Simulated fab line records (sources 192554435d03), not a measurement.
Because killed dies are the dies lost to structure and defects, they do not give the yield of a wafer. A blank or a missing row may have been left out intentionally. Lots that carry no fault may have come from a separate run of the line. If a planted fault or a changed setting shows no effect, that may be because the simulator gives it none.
Split-lot trial || flow n5Finfet || 7 lots, 21 wafers read, on a route of 1938 steps

## ABOUT THE SPLIT
At N5_MOL_CONTACT_COAG_VIA_ETCH_117 (etches SiO2 in C4F6/O2, target depth 40 nm, overetch 8 nm, time 26 s), the setting biasW was moved away from the recipe's 455 W on 10 of the 21 wafers read, by -15.8% to +16.2%. The other wafers ran this setting at the recipe's value.

The reading is taken at the split's own step.

## THE READING
rfVppV, in V, at N5_MOL_CONTACT_COAG_VIA_ETCH_117 (etches SiO2 in C4F6/O2, target depth 40 nm, overetch 8 nm, time 26 s). Typical for fault-free wafers on this fab line: 1587 V, with standard deviation 9.6 V.

{"wafer": "L079.1", "tool, chamber at the split": "rieDiel-02, 1", "biasW as run, W": 528.6, "against the recipe": "+16.2%", "rfVppV, V": 1786, "against lot-mates on the recipe": "+215"}
{"wafer": "L079.3", "tool, chamber at the split": "rieDiel-02, 2", "biasW as run, W": 455, "against the recipe": "recipe", "rfVppV, V": 1571, "against lot-mates on the recipe": "-"}
{"wafer": "L079.6", "tool, chamber at the split": "rieDiel-02, 0", "biasW as run, W": 528.6, "against the recipe": "+16.2%", "rfVppV, V": 1772, "against lot-mates on the recipe": "+201"}
{"wafer": "L080.1", "tool, chamber at the split": "rieDiel-02, 2", "biasW as run, W": 492.7, "against the recipe": "+8.3%", "rfVppV, V": 1669, "against lot-mates on the recipe": "+85"}
{"wafer": "L080.3", "tool, chamber at the split": "rieDiel-02, 0", "biasW as run, W": 455, "against the recipe": "recipe", "rfVppV, V": 1584, "against lot-mates on the recipe": "-"}
{"wafer": "L080.5", "tool, chamber at the split": "rieDiel-02, 3", "biasW as run, W": 492.7, "against the recipe": "+8.3%", "rfVppV, V": 1681, "against lot-mates on the recipe": "+97"}
{"wafer": "L090.2", "tool, chamber at the split": "rieDiel-01, 3", "biasW as run, W": 455, "against the recipe": "recipe", "rfVppV, V": 1596, "against lot-mates on the recipe": "-"}
{"wafer": "L090.3", "tool, chamber at the split": "rieDiel-01, 2", "biasW as run, W": 487.7, "against the recipe": "+7.2%", "rfVppV, V": 1655, "against lot-mates on the recipe": "+59"}
{"wafer": "L090.4", "tool, chamber at the split": "rieDiel-01, 0", "biasW as run, W": 487.7, "against the recipe": "+7.2%", "rfVppV, V": 1671, "against lot-mates on the recipe": "+75"}
{"wafer": "L093.1", "tool, chamber at the split": "rieDiel-05, 0", "biasW as run, W": 455, "against the recipe": "recipe", "rfVppV, V": 1566, "against lot-mates on the recipe": "-"}
{"wafer": "L093.2", "tool, chamber at the split": "rieDiel-05, 2", "biasW as run, W": 455, "against the recipe": "recipe", "rfVppV, V": 1589, "against lot-mates on the recipe": "-"}
{"wafer": "L093.4", "tool, chamber at the split": "rieDiel-05, 1", "biasW as run, W": 455, "against the recipe": "recipe", "rfVppV, V": 1600, "against lot-mates on the recipe": "-"}
{"wafer": "L095.3", "tool, chamber at the split": "rieDiel-05, 1", "biasW as run, W": 455, "against the recipe": "recipe", "rfVppV, V": 1599, "against lot-mates on the recipe": "-"}
{"wafer": "L095.5", "tool, chamber at the split": "rieDiel-05, 1", "biasW as run, W": 403.2, "against the recipe": "-11.4%", "rfVppV, V": 1459, "against lot-mates on the recipe": -140}
{"wafer": "L095.6", "tool, chamber at the split": "rieDiel-05, 2", "biasW as run, W": 403.2, "against the recipe": "-11.4%", "rfVppV, V": 1450, "against lot-mates on the recipe": -149}
{"wafer": "L096.1", "tool, chamber at the split": "rieDiel-05, 3", "biasW as run, W": 455, "against the recipe": "recipe", "rfVppV, V": 1584, "against lot-mates on the recipe": "-"}
{"wafer": "L096.3", "tool, chamber at the split": "rieDiel-05, 2", "biasW as run, W": 455, "against the recipe": "recipe", "rfVppV, V": 1587, "against lot-mates on the recipe": "-"}
{"wafer": "L096.5", "tool, chamber at the split": "rieDiel-05, 1", "biasW as run, W": 455, "against the recipe": "recipe", "rfVppV, V": 1599, "against lot-mates on the recipe": "-"}
{"wafer": "L097.3", "tool, chamber at the split": "rieDiel-05, 1", "biasW as run, W": 383.1, "against the recipe": "-15.8%", "rfVppV, V": 1404, "against lot-mates on the recipe": -184}
{"wafer": "L097.5", "tool, chamber at the split": "rieDiel-05, 3", "biasW as run, W": 383.1, "against the recipe": "-15.8%", "rfVppV, V": 1392, "against lot-mates on the recipe": -196}
{"wafer": "L097.6", "tool, chamber at the split": "rieDiel-05, 2", "biasW as run, W": 455, "against the recipe": "recipe", "rfVppV, V": 1588, "against lot-mates on the recipe": "-"}

FIT RESULTS
A straight line over all 21 wafers: rfVppV changes by +11.7 V for each +1% of biasW; r = +1.00; the points scatter about the line by 10 V.
The same after taking each lot's own level away (the mean of its wafers on the recipe; 21 wafers): +12.2 V for each +1%; r = +0.99; scatter 11 V.
Per that fit: largest biasW move, reading shift of 2e+02 V.
Measured against the standard deviation above, the lots' own levels, which go from 1571.0 to 1599.0 V, span 2.9 times it.
The two slopes agree, so the slope changes little with the lot-to-lot level.
Check: +189 V against its lot-mates is what the line predicts for one of the wafers moved furthest among these (+16.2%) when that wafer is left out of the fit. It came out at +215 V against them.
Tool readings at the split's step, against how far the setting was moved: rfVppV r = +1.00.

## THE WHOLE CHAIN: every reading that the file lists as answering this split, in the file's order
{"step": "N5_MOL_CONTACT_COAG_VIA_ETCH_117", "what it does": "etches SiO2 in C4F6/O2, target depth 40 nm, overetch 8 nm, time 26 s", "reading": "rfVppV", "change (the file's fit)": "+12.1 V for each +1% of the setting", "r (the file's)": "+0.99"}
{"step": "N5_MOL_CONTACT_COAG_VIA_ETCH_117", "what it does": "etches SiO2 in C4F6/O2, target depth 40 nm, overetch 8 nm, time 26 s", "reading": "SOC_of_MOL_CONTACT_COAG_COAT_62.thkNm (the simulator's own value, which no gauge read)", "change (the file's fit)": "-0.037 nm for each +1% of the setting", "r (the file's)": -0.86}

## THE FILE'S OWN FIT
rfVppV changes by +12.1 V for each +1% of biasW, r = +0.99.
